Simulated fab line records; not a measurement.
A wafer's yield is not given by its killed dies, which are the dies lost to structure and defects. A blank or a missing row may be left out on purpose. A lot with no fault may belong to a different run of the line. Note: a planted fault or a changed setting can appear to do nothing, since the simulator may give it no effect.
fab line records	flow n5-finfet
[record] lots = 7	wafers = 18	last-day = 18
route steps=1938 shown BEOL_M4@1059
lots that met no fault: taken from a fault-free run of the same line
start-h: start of the lot's first displayed wafer, in hours after the record's first day	wait-h: time in hours since the lot's previous step	" identical to the entry in the row above	L1.1+2: a row that stands for several wafers	- no value present, or no start provided	* or withheld: withheld	< > ~ a bound
route shown NAME@n: names a module that has steps shown in the file, with the first one's number in the route	usual: mean/standard deviation of fault-free wafers	same: alike in all rows	chamber/n: place in a boat	sites: each site's reading	_std_site: standard deviation across them	_edge_site: inner sites' mean taken away from outer sites' mean	radius-mm: for every site, how far away it sits from the centre of the wafer	mask NAME#n: copy n	behind: the last tool/chamber to shape the wafer	hold: what put the lot on hold/how long, in hours/how the hold closed	device: the n, p or np transistor that did not switch	end of line: at the end of the route, the tests of the same wafers	for a step that has no rows: nothing shown but its recipe	killed: not the wafer's yield, but the dies lost to structure and defects at the first sort	map: a wafer's dies, marking killed ones x, the rest . and places with no die _
set.NAME: setting as actually run; set.NAME@STEP: the setting as run at that earlier step	model.NAME: the simulator's own value behind a step, which no gauge read
lots at some steps of the route; a table a step, a row a wafer
services: the hour from which a tool's chamber was out of use, counted from the record's first day as start-h (under 0 if before that day), plus the number of hours and why
[[steps]]
[step N5_BEOL_M4_DESCUM_33]
[recipe] chemistry = O2	time-s = 7	source-power-w = 50	bias-power-w = 20	pressure-mtorr = 20	rf-frequency-hz = 2.712e+07	temp-c = 40	resist = CAR-EUV	o2-flow-sccm = 225
[step N5_BEOL_M4_ETCH_77]
[recipe] chemistry = N2/H2	target = underlayer	target-depth-a = 65	mask-material = CAR-EUV	time-s = 5.2	ion-energy-ev = 200	pressure-mtorr = 30	source-w = 840	bias-w = 150	n2-flow-sccm = 200	h2-flow-sccm = 200	ends = cleared
[usual] drypump-motor-current-A = 5.6/0.42	etch-rf-on-time-s = 5.13/0.18	oes-product-au = 0.70/0.072	rf-vpp-V = 524.1/2.9	showerhead-plenum-p-Torr = 2.55/0.089	throttle-valve-pct = 17.78/0.17
lot.wafer	tool	chamber	start-h	wait-h	drypump-motor-current-A	etch-rf-on-time-s	oes-product-au	rf-hours-counter-h	rf-vpp-V	showerhead-plenum-p-Torr	throttle-valve-pct
L664.2	rie-diel-06	2	160.98	0.0	5.8	4.68	0.77	58	526.8	2.58	17.67
L664.3	"	0	"	"	5.2	5.27	0.60	198	525.8	2.63	17.57
L664.5	"	0	"	"	5.2	5.28	0.60	-	527.0	2.63	17.57
L671.2	rie-diel-06	0	217.86	0.0	5.2	5.18	0.60	220	525.4	2.62	17.61
L671.5	"	2	"	"	5.7	4.63	0.75	-	524.2	2.57	17.70
L671.6	"	3	"	"	5.1	5.21	0.72	-	520.6	2.48	17.87
L676.1	rie-diel-01	3	253.20	0.0	6.2	5.09	0.81	11	522.6	2.51	17.70
L676.5	"	0	"	"	5.2	5.12	0.68	-	527.8	2.67	17.85
L679.1	rie-diel-01	3	260.44	0.0	6.1	5.11	0.80	13	524.5	2.51	17.72
L679.6	"	0	"	"	5.2	5.22	0.67	-	527.0	2.67	17.85
L678.2	rie-diel-06	0	268.01	0.0	5.2	5.29	0.58	235	525.8	2.61	17.65
L678.5	"	3	"	"	5.1	5.38	0.69	-	522.8	2.47	17.92
L683.1	rie-diel-04	0	291.42	0.0	5.9	5.20	0.64	160	519.4	2.44	17.70
L683.3	"	2	"	"	6.0	5.37	0.58	227	519.6	2.51	17.70
L683.6	"	1	"	"	5.8	5.05	0.76	-	524.6	2.61	17.92
L686.2	rie-diel-04	2	311.00	0.0	6.0	5.33	0.58	235	521.9	2.51	17.69
L686.5	"	1	"	"	5.9	5.03	0.74	-	524.9	2.61	17.92
L686.6	"	2	"	"	6.0	5.33	0.58	-	523.6	2.51	17.70
[step N5_BEOL_M4_ETCH_69]
[recipe] chemistry = CF4	target = SiARC	target-depth-a = 156	mask-material = CAR-EUV	time-s = 26	ion-energy-ev = 80	pressure-mtorr = 40	source-w = 545	bias-w = 36	Ar_flow_sccm = 100	cf4-flow-sccm = 100	ends = cleared
[usual] drypump-motor-current-A = 5.6/0.42	etch-rf-on-time-s = 25.7/0.76	oes-product-au = 0.70/0.072	rf-vpp-V = 184.2/1.2	showerhead-plenum-p-Torr = 2.14/0.067	throttle-valve-pct = 15.51/0.14
lot.wafer	tool	chamber	start-h	wait-h	drypump-motor-current-A	etch-rf-on-time-s	oes-product-au	rf-hours-counter-h	rf-vpp-V	showerhead-plenum-p-Torr	throttle-valve-pct
L664.2	rie-diel-06	2	161.00	0.0	5.8	23.9	0.76	58	184.2	2.18	15.47
L664.3	"	0	"	"	5.2	26.3	0.61	198	185.5	2.22	15.47
L664.5	"	0	"	"	5.2	26.2	0.60	-	184.8	2.22	15.48
L671.2	rie-diel-06	0	217.88	0.0	5.2	26.0	0.60	220	185.8	2.21	15.51
L671.5	"	2	"	"	5.8	23.8	0.74	-	183.9	2.17	15.50
L671.6	"	3	"	"	5.0	26.3	0.71	-	182.9	2.09	15.62
L676.1	rie-diel-01	3	253.21	0.0	6.1	25.1	0.82	11	184.1	2.09	15.22
L676.5	"	0	"	"	5.2	25.7	0.68	-	185.9	2.23	15.53
L679.1	rie-diel-01	3	260.46	0.0	6.1	25.3	0.81	13	182.0	2.09	15.22
L679.6	"	0	"	"	5.1	26.1	0.68	-	186.2	2.23	15.54
L678.2	rie-diel-06	0	268.03	0.0	5.2	26.2	0.59	235	183.5	2.20	15.54
L678.5	"	3	"	"	5.1	26.7	0.70	-	184.4	2.08	15.64
L683.1	rie-diel-04	0	291.44	0.0	6.0	25.8	0.65	160	183.5	2.07	15.51
L683.3	"	2	"	"	6.0	26.8	0.59	227	184.3	2.12	15.53
L683.6	"	1	"	"	5.8	25.5	0.75	-	184.6	2.18	15.46
L686.2	rie-diel-04	2	311.01	0.0	6.0	27.3	0.57	235	184.0	2.12	15.56
L686.5	"	1	"	"	5.9	26.0	0.73	-	185.8	2.18	15.48
L686.6	"	2	"	"	6.0	27.3	0.58	-	183.9	2.12	15.56
[step N5_BEOL_M4_ALD_98]
[recipe] material = SiO2	target-thk-a = 25	temp-c = 100	ald-precursor-family = BDEAS	ald-co-reactant = O2-plasma	pulse-time-s = 1	co-reactant-pulse-time-s = 1	purge-time-s = 2	co-reactant-purge-time-s = 2	ald-cycles = 17	pressure-torr = 2
[step N5_BEOL_M4_ETCHBACK_99]
[recipe] chemistry = CHF3	target = SiO2	target-depth-a = 50	time-s = 10.4	source-w = 215	bias-w = 47	Ar_flow_sccm = 200	CHF3_flow_sccm = 12	ion-energy-ev = 100	pressure-mtorr = 30
[step N5_BEOL_M4_ETCH_70]
[recipe] chemistry = N2/H2	target = SOC	target-depth-a = 800	overetch-a = 240	mask-material = SiARC	temp-c = 40	time-s = 130	ion-energy-ev = 200	pressure-mtorr = 30	source-w = 840	bias-w = 150	n2-flow-sccm = 200	h2-flow-sccm = 200
[usual] drypump-motor-current-A = 5.6/0.43	oes-product-au = 0.60/0.055	rf-vpp-V = 524.1/2.5	showerhead-plenum-p-Torr = 2.55/0.09	throttle-valve-pct = 17.72/0.18
lot.wafer	tool	chamber	start-h	wait-h	drypump-motor-current-A	oes-product-au	rf-hours-counter-h	rf-vpp-V	showerhead-plenum-p-Torr	throttle-valve-pct
L664.2	rie-diel-06	0	162.20	0.0	5.2	0.53	198	527.4	2.62	17.54
L664.3	"	2	"	"	5.8	0.62	58	524.5	2.58	17.62
L664.5	"	2	"	"	5.8	0.62	-	525.5	2.58	17.60
L671.2	rie-diel-01	2	226.36	0.0	5.6	0.62	73	521.5	2.46	17.51
L671.5	"	3	"	"	6.1	0.74	-	523.9	2.51	17.64
L671.6	"	0	"	"	5.2	0.59	-	525.9	2.67	17.80
L676.1	rie-diel-06	2	257.95	0.0	5.8	0.60	89	525.2	2.57	17.68
L676.5	"	2	"	"	5.8	0.59	-	524.5	2.57	17.66
L679.1	rie-diel-06	0	261.39	0.0	5.2	0.51	233	525.4	2.61	17.59
L679.6	"	2	"	"	5.8	0.60	-	526.0	2.57	17.68
L678.2	rie-diel-06	2	269.42	0.0	5.8	0.61	93	525.4	2.57	17.68
L678.5	"	1	"	"	6.4	0.63	-	527.5	2.70	17.70
L683.1	rie-diel-01	0	293.65	0.0	5.2	0.58	118	527.5	2.66	17.83
L683.3	"	2	"	"	5.6	0.59	98	523.1	2.45	17.55
L683.6	"	3	"	"	6.2	0.67	-	520.9	2.50	17.69
L686.2	rie-diel-04	1	315.00	0.0	5.8	0.63	35	524.6	2.61	17.89
L686.5	"	0	"	"	6.0	0.56	-	521.1	2.44	17.66
L686.6	"	3	"	"	5.1	0.57	-	520.7	2.44	17.90
[step N5_BEOL_M4_STRIP_71]
[recipe] chemistry = N2/H2	temp-c = 40	n2-flow-sccm = 200	h2-flow-sccm = 200	rf-frequency-hz = 6e+07
[step N5_BEOL_M4_STRIP_78]
[recipe] chemistry = N2/H2	temp-c = 40	n2-flow-sccm = 200	h2-flow-sccm = 200	rf-frequency-hz = 6e+07
[step N5_BEOL_M4_VIA_ETCH_34]
[recipe] chemistry = C4F6/O2	target-depth-a = 694	mask-material = SOC	pressure-mtorr = 15	ion-energy-ev = 250	taper-deg = 4	time-s = 65.9	source-w = 350	bias-w = 170	Ar_flow_sccm = 300	C4F6_flow_sccm = 10	O2_flow_sccm = 10
[step N5_BEOL_M4_STRIP_83]
[recipe] chemistry = C4F6/O2	resist = SiARC	rf-frequency-hz = 6e+07
[step N5_BEOL_M4_STRIP_36]
[recipe] chemistry = N2/H2	power-w = 450	temp-c = 40	pressure-mtorr = 20	rf-frequency-hz = 6e+07	overash-fraction = 0.3	bias-power-w = 7	h2-frac = 0.5	n2-flow-sccm = 200	h2-flow-sccm = 200
[step N5_BEOL_M4_TRENCH_ETCH_37]
[recipe] chemistry = C4F6/O2	target-depth-a = 555.55	target = SiOC	time-s = 29.2	ion-energy-ev = 250	pressure-mtorr = 30	source-w = 355	bias-w = 185	Ar_flow_sccm = 300	C4F6_flow_sccm = 10	O2_flow_sccm = 10
[usual] drypump-motor-current-A = 5.6/0.42	oes-product-au = 0.82/0.081	rf-vpp-V = 658/18	showerhead-plenum-p-Torr = 2.85/0.093	throttle-valve-pct = 20.71/0.19
lot.wafer	tool	chamber	start-h	wait-h	drypump-motor-current-A	oes-product-au	rf-hours-counter-h	rf-vpp-V	showerhead-plenum-p-Torr	throttle-valve-pct
L664.2	rie-diel-06	0	-	-	5.2	0.72	198	642	2.95	20.67
L664.3	"	2	"	"	5.8	0.87	58	662	2.89	20.70
L664.5	"	2	"	"	5.8	0.88	-	663	2.89	20.70
L671.2	rie-diel-01	2	-	-	5.6	0.83	73	640	2.76	20.62
L671.5	"	3	"	"	6.1	1.02	-	673	2.76	20.22
L671.6	"	0	"	"	5.2	0.80	-	680	2.97	20.74
L676.1	rie-diel-06	2	-	-	5.8	0.84	90	662	2.87	20.74
L676.5	"	2	"	"	5.8	0.84	-	660	2.87	20.76
L679.1	rie-diel-06	0	-	-	5.2	0.69	233	643	2.93	20.69
L679.6	"	2	"	"	5.8	0.83	-	660	2.87	20.74
L678.2	rie-diel-06	2	-	-	5.8	0.83	93	663	2.87	20.75
L678.5	"	1	"	"	6.4	0.85	-	641	2.98	20.61
L683.1	rie-diel-01	0	-	-	5.2	0.79	118	678	2.96	20.77
L683.3	"	2	"	"	5.6	0.80	98	639	2.75	20.67
L683.6	"	3	"	"	6.1	0.93	-	672	2.75	20.26
L686.2	rie-diel-04	1	-	-	5.8	0.87	35	697	2.91	20.91
L686.5	"	0	"	"	6.0	0.75	-	647	2.75	20.78
L686.6	"	3	"	"	5.1	0.78	-	643	2.75	21.06
[step N5_BEOL_M4_ETCH_41]
[recipe] chemistry = CH3F/O2	target = SiCN	target-depth-a = 299	taper-deg = 2	time-s = 52.5	ion-energy-ev = 120	mask-material = TiN	pressure-mtorr = 30	source-w = 395	bias-w = 75	Ar_flow_sccm = 150	CH3F_flow_sccm = 30	O2_flow_sccm = 20
[usual] drypump-motor-current-A = 5.6/0.42	oes-product-au = 0.82/0.08	rf-vpp-V = 297.6/1.7	showerhead-plenum-p-Torr = 2.00/0.068	throttle-valve-pct = 16.19/0.16
lot.wafer	tool	chamber	start-h	wait-h	drypump-motor-current-A	oes-product-au	rf-hours-counter-h	rf-vpp-V	showerhead-plenum-p-Torr	throttle-valve-pct	model.etch.depth-nm
L664.2	rie-diel-06	0	162.43	-	5.2	0.72	198	299.6	2.08	16.18	19.67
L664.3	"	2	"	"	5.8	0.87	58	297.7	2.03	16.12	20.94
L664.5	"	2	"	"	5.8	0.87	-	297.7	2.03	16.13	20.76
L671.2	rie-diel-01	2	226.60	-	5.6	0.84	73	295.6	1.94	16.10	19.7
L671.5	"	3	"	"	6.2	1.02	-	296.7	1.94	15.75	20.32
L671.6	"	0	"	"	5.2	0.81	-	299.1	2.09	16.22	20.08
L676.1	rie-diel-06	2	258.18	-	5.8	1.04	90	298.8	2.02	16.20	29.04
L676.5	"	2	"	"	5.8	1.05	-	298.9	2.02	16.19	29.1
L679.1	rie-diel-06	0	261.63	-	5.2	0.85	233	299.2	2.06	16.24	27.17
L679.6	"	2	"	"	5.8	0.84	-	298.9	2.02	16.20	20.89
L678.2	rie-diel-06	2	269.66	-	5.8	0.83	93	298.2	2.02	16.21	20.89
L678.5	"	1	"	"	6.4	1.06	-	300.3	2.10	16.12	27.88
L683.1	rie-diel-01	0	293.89	-	5.2	0.78	118	299.0	2.08	16.26	19.78
L683.3	"	2	"	"	5.6	0.81	98	296.3	1.93	16.15	19.8
L683.6	"	3	"	"	6.2	0.93	-	296.7	1.93	15.80	20.43
L686.2	rie-diel-04	1	315.23	-	5.8	0.87	35	299.1	2.05	16.26	20.6
L686.5	"	0	"	"	5.9	0.75	-	295.3	1.92	16.23	20.01
L686.6	"	3	"	"	5.1	0.78	-	295.8	1.93	16.48	19.63
[step N5_BEOL_M4_STRIP_97]
[recipe] chemistry = N2/H2	time-s = 10	power-w = 450	temp-c = 40	pressure-mtorr = 20	rf-frequency-hz = 6e+07	bias-power-w = 7	n2-flow-sccm = 200	h2-flow-sccm = 200
[usual] drypump-motor-current-A = 5.6/0.43	oes-product-au = 0.82/0.079	rf-vpp-V = 59.3/0.86	showerhead-plenum-p-Torr = 2.55/0.091	throttle-valve-pct = 23.55/0.28
lot.wafer	tool	chamber	start-h	wait-h	drypump-motor-current-A	oes-product-au	rf-hours-counter-h	rf-vpp-V	showerhead-plenum-p-Torr	throttle-valve-pct
L664.2	rie-diel-06	0	-	-	5.2	0.73	198	60.0	2.62	23.21
L664.3	"	2	"	"	5.8	0.85	58	59.5	2.58	23.43
L664.5	"	2	"	"	5.8	0.86	-	59.3	2.58	23.42
L671.2	rie-diel-01	2	-	-	5.6	0.84	73	58.9	2.45	23.20
L671.5	"	3	"	"	6.2	1.00	-	59.7	2.51	23.64
L671.6	"	0	"	"	5.2	0.80	-	59.7	2.67	23.69
L676.1	rie-diel-06	2	-	-	5.8	0.82	90	59.5	2.56	23.48
L676.5	"	2	"	"	5.8	0.82	-	59.4	2.56	23.47
L679.1	rie-diel-06	0	-	-	5.2	0.70	233	59.5	2.60	23.24
L679.6	"	2	"	"	5.8	0.82	-	60.5	2.56	23.46
L678.2	rie-diel-06	2	-	-	5.7	0.81	93	59.4	2.56	23.47
L678.5	"	1	"	"	6.4	0.83	-	59.6	2.70	23.42
L683.1	rie-diel-01	0	-	-	5.2	0.78	118	58.9	2.66	23.73
L683.3	"	2	"	"	5.6	0.81	98	57.7	2.44	23.23
L683.6	"	3	"	"	6.1	0.91	-	60.5	2.50	23.69
L686.2	rie-diel-04	1	-	-	5.9	0.87	35	60.0	2.60	23.92
L686.5	"	0	"	"	5.9	0.75	-	60.1	2.43	23.51
L686.6	"	3	"	"	5.1	0.77	-	58.6	2.44	23.69
[step N5_BEOL_M4_RC_MEAS_101]
[usual] DIBL_N = 36.4/2.7	DIBL_P = 36/3.2	IOFF_N = 0.16/0.046	IOFF_P = 0.21/0.055	ION_N = 677/15	ION_P = 464/11	SS_N = 71.5/0.79	SS_P = 73.3/0.93	VT_N = 250/4.1	VT_P = -251/4.4
lot.wafer	tool	chamber	start-h	wait-h	DIBL_N[mV/V]	DIBL_P[mV/V]	IOFF_N[nA/um]	IOFF_P[nA/um]	ION_N[uA/um]	ION_P[uA/um]	SS_N[mV/dec]	SS_P[mV/dec]	VT_N[mV]	VT_P[mV]
L664.2	prober-02	0	166.69	0.2	35.5	33	0.13	0.19	694	480	70.7	73.2	251	-248
L664.3	"	0	"	"	34.2	32	0.13	0.18	673	460	70.3	72.9	252	-250
L664.5	"	0	"	"	34.5	32	0.13	0.18	670	466	70.1	72.6	253	-252
L671.2	prober-02	0	230.95	0.2	41.4	41	0.23	0.33	676	460	71.9	74.9	248	-245
L671.5	"	0	"	"	36.1	34	0.13	0.19	658	455	71.0	73.1	256	-254
L671.6	"	0	"	"	35.3	34	0.13	0.19	664	456	71.0	73.9	251	-250
L676.1	prober-01	0	263.35	0.0	38.0	41	0.18	0.25	672	468	72.4	74.0	250	-250
L676.5	"	0	"	"	36.7	39	0.17	0.23	686	469	71.8	74.1	250	-251
L679.1	prober-01	0	265.87	0.0	34.4	34	0.11	0.14	659	444	70.8	72.3	257	-257
L679.6	"	0	"	"	36.1	37	0.13	0.17	679	452	71.5	72.9	256	-255
L678.2	prober-01	0	275.31	0.2	39.8	40	0.24	0.26	696	468	71.9	73.4	245	-248
L678.5	"	0	"	"	34.9	35	0.14	0.18	658	457	70.8	72.5	254	-251
L683.1	prober-01	0	298.70	0.0	39.3	39	0.20	0.25	679	464	72.0	73.7	243	-248
L683.3	"	0	"	"	38.4	37	0.19	0.23	691	467	71.1	73.3	247	-249
L683.6	"	0	"	"	41.9	41	0.26	0.29	695	470	73.3	74.8	243	-247
L686.2	prober-01	0	319.60	0.2	35.0	35	0.14	0.15	662	449	71.4	72.9	252	-256
L686.5	"	0	"	"	36.2	36	0.15	0.15	667	447	72.0	73.0	251	-257
L686.6	"	0	"	"	29.7	30	0.07	0.10	631	438	70.5	71.5	260	-263
[[services]]
tool	chamber	start-h	hours	kind
rie-diel-01	-	144.78	4.3	pm
rie-diel-06	3	173.08	5.7	repair
rie-diel-04	3	185.80	9.3	repair
rie-diel-04	1	195.45	-	clean
rie-diel-04	1	195.45	-	consumable-replace:focus-ring
rie-diel-04	1	195.45	17.4	scheduled-down
rie-diel-04	1	195.45	17.4	vent-cycle
rie-diel-01	3	205.59	-	clean
rie-diel-01	3	205.59	-	consumable-replace:focus-ring
rie-diel-01	3	205.59	19.6	scheduled-down
rie-diel-01	3	205.59	19.6	vent-cycle
rie-diel-06	-	221.57	2.8	pm
rie-diel-01	1	225.32	-	clean
rie-diel-01	1	225.32	-	consumable-replace:focus-ring
rie-diel-01	1	225.32	22.4	scheduled-down
rie-diel-01	1	225.32	22.4	vent-cycle
rie-diel-06	-	256.88	0.1	repair
rie-diel-01	-	284.58	0.4	repair
rie-diel-06	0	311.12	-	clean
rie-diel-06	0	311.12	-	consumable-replace:esc
rie-diel-06	0	311.12	-	consumable-replace:focus-ring
rie-diel-06	0	311.12	22.7	scheduled-down
rie-diel-06	0	311.12	22.7	vent-cycle
[[key]]
[first-sign] step = N5_BEOL_M4_ETCH_41	reading = oes-product-au	direction = up	sigmas = 2.3	usual = 0.82	struck = 1.00
effect none on later readings
[model-effect] step = N5_BEOL_M4_ETCH_41	value = etch.depth-nm	without = 20.42	struck = 28.3
met-at N5_BEOL_M4_ETCH_41
struck-wafers L676.1,L676.5,L678.5,L679.1
onset-between 162.43 258.18
[fault] kind = process-parameter-drift	tool = rie-diel-06	chamber = -	onset-h = 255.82	steps = N5_BEOL_M4_ETCH_41	channel = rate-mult	offset = 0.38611	shape = step	end-h = 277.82	scope = struck-wafers-only
